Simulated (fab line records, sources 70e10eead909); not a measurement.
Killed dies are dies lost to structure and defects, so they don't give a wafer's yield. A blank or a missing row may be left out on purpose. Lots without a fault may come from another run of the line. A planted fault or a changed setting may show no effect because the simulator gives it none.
Chamber matching | flow nand_harc | NHARC_A_CONTACT_ETCH_75 on rie_diel-06: 4 sister chambers
The step etches the open film in CF4, target depth 39 nm, time 65 s. 4 wafers are shown with their chamber, then 8 later ones without.

WAFERS WITH THEIR CHAMBER
wafer  | chamber | showerhead_plenum_p_Torr (Torr)
L323.3 | 1       | 1.73
L326.1 | 3       | 1.67
L326.2 | 0       | 1.90
L327.1 | 2       | 1.67

WAFERS WITHOUT THEIR CHAMBER
wafer  | showerhead_plenum_p_Torr (Torr)
L327.2 | 1.90
L327.3 | 1.67
L337.1 | 1.67
L337.4 | 1.72
L337.5 | 1.72
L338.2 | 1.67
L338.3 | 1.89
L338.6 | 1.89

WHICH CHAMBER EACH WENT THROUGH
wafer  | from the rows above     | in truth
L327.2 | 0                       | 0
L327.3 | can't be placed: 2 or 3 | 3
L337.1 | can't be placed: 2 or 3 | 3
L337.4 | 1                       | 1
L337.5 | 1                       | 1
L338.2 | can't be placed: 2 or 3 | 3
L338.3 | 0                       | 0
L338.6 | 0                       | 0
Placed correctly: 5 of 8. Can't be placed from these rows: 3 (the true chamber is among the candidates in 3). Placed wrongly: 0.
How it was worked out, from the rows above alone: a wafer's distance from a chamber is the root of the sum, over the readings, of the square of ((its reading less the chamber's mean) divided by the reading's scatter). The wafer belongs to the nearest chamber; if the next one is less than 2 further off, it can't be placed. A chamber's mean is the mean of its shown wafers. The scatter: with one shown wafer a chamber, the root of the mean of the squares of how far each hidden wafer lies from its nearest shown one.
